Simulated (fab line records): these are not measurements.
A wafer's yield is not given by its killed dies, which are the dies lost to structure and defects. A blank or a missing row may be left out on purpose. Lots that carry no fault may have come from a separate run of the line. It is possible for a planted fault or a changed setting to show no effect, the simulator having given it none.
Lot-split experiment	flow n5-finfet	39 wafers read across 7 lots, on a route 1938 steps long

SPLIT DETAILS
At N5_MOL_CONTACT_COAG_ALD_27 (deposits SiOC, target thk 17 nm, pulse time 1.5 s, time 2720 s), the setting ald-cycles was moved away from the recipe's 340 on 18 of the 39 wafers read, by -54.7% to +27.4%. This setting was run at the recipe's value on the other wafers.

Reading taken at the split's own step.

THE READING
SiOC_of_MOL_CONTACT_COAG_ALD_27.thk-nm (the simulator's own value, which no gauge read), in nm, at N5_MOL_CONTACT_COAG_ALD_27 (deposits SiOC, target thk 17 nm, pulse time 1.5 s, time 2720 s). The file does not state a usual value for it. Across the 21 wafers here that went through the recipe, the average is 17.0 nm and the standard deviation 0.12 nm.

wafer	tool, chamber at the split	ald-cycles as run	against the recipe	SiOC_of_MOL_CONTACT_COAG_ALD_27.thk-nm, nm	against lot-mates on the recipe
L083.3	ald-sin-01, 0	340	recipe	16.8	-
L083.4	ald-sin-01, 1,3	340	recipe	17	-
L083.5	ald-sin-01, 1,3	340	recipe	17	-
L085.1	ald-sin-01, 1,0,1	340	recipe	17.2	-
L085.3	ald-sin-01, 1,0,1	340	recipe	17.2	-
L085.6	ald-sin-01, 1,0,1	340	recipe	17.2	-
L085.2	ald-sin-01, 3	154	-54.7%	7.8	-9.4
L085.4	ald-sin-01, 2,0	154	-54.7%	7.6	-9.6
L085.5	ald-sin-01, 2,0	154	-54.7%	7.6	-9.6
L086.1	ald-sin-01, 1,3	340	recipe	17	-
L086.4	ald-sin-01, 1,3	340	recipe	17	-
L086.2	ald-sin-01, 2,0,3	261	-23.2%	13	-3.9
L086.3	ald-sin-01, 2,0,3	261	-23.2%	13	-3.9
L086.6	ald-sin-01, 2,0,3	261	-23.2%	13	-3.9
L086.5	ald-sin-01, 2	340	recipe	16.8	-
L089.1	ald-sin-01, 0,3	285	-16.2%	14.2	-2.7
L089.5	ald-sin-01, 0,3	285	-16.2%	14.2	-2.7
L089.2	ald-sin-01, 3	285	-16.2%	14.4	-2.5
L089.3	ald-sin-01, 2	340	recipe	16.8	-
L089.4	ald-sin-01, 1,0	340	recipe	17	-
L089.6	ald-sin-01, 1,0	340	recipe	17	-
L093.1	ald-sin-03, 0,1,3	340	recipe	17	-
L093.4	ald-sin-03, 0,1,3	340	recipe	17	-
L093.5	ald-sin-03, 0,1,3	340	recipe	17	-
L093.2	ald-sin-03, 3,0	424	+24.7%	21.2	+4.2
L093.6	ald-sin-03, 3,0	424	+24.7%	21.2	+4.2
L093.3	ald-sin-03, 2	424	+24.7%	21.4	+4.4
L094.1	ald-sin-01, 0,1	433	+27.4%	21.8	+4.7
L094.2	ald-sin-01, 0,1	433	+27.4%	21.8	+4.7
L094.3	ald-sin-01, 3,1	340	recipe	17.2	-
L094.5	ald-sin-01, 3,1	340	recipe	17.2	-
L094.4	ald-sin-01, 2	433	+27.4%	21.6	+4.5
L094.6	ald-sin-01, 0	340	recipe	17	-
L095.1	ald-sin-01, 0,2,3	340	recipe	17	-
L095.2	ald-sin-01, 0,2,3	340	recipe	17	-
L095.4	ald-sin-01, 0,2,3	340	recipe	17	-
L095.3	ald-sin-01, 1,1,0	412	+21.2%	20.6	+3.6
L095.5	ald-sin-01, 1,1,0	412	+21.2%	20.6	+3.6
L095.6	ald-sin-01, 1,1,0	412	+21.2%	20.6	+3.6
If several chambers appear in one row, that row covers several wafers at once and the file leaves open which wafer was in which chamber.

THE FIT
A straight line over all 39 wafers: SiOC_of_MOL_CONTACT_COAG_ALD_27.thk-nm changes by +0.171 nm for each +1% of ald-cycles; r = +1.00; the points scatter about the line by 0.11 nm.
The same after taking each lot's own level away (the mean of its wafers on the recipe; 39 wafers): +0.172 nm for each +1%; r = +1.00; scatter 0.097 nm.
On that fit, the largest move of ald-cycles shifts the reading by 9.4 nm.
Measured against the standard deviation above, the lots' own levels, which go from 16.93 to 17.20 nm, span 2.2 times it.
Hence the lot-to-lot level has little effect on the slope; both slopes agree.
Check: for one of the wafers moved furthest among these (-54.7%), held out of the fit, the line's prediction against its lot-mates is -9.42 nm. Against them it came out at -9.4 nm.

OTHER SPLITS ON THESE WAFERS
Other splits were also applied to these wafers ahead of the reading. Each is held against what the fit with the lots' levels taken away leaves over:
other split on the same wafers	wafers away from the commonest value	r with SiOC_of_MOL_CONTACT_COAG_ALD_27.thk-nm (lot level and that fit taken away)
N5_ZERO_LAYER_DEVELOP_10 develop-time-s	15	-0.12
N5_SD_EPI_P_EPI_21 epi-growth-time-s	15	-0.08

THE FILE'S OWN FIT
SiOC_of_MOL_CONTACT_COAG_ALD_27.thk-nm changes by +0.172 nm for each +1% of ald-cycles, r = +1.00.
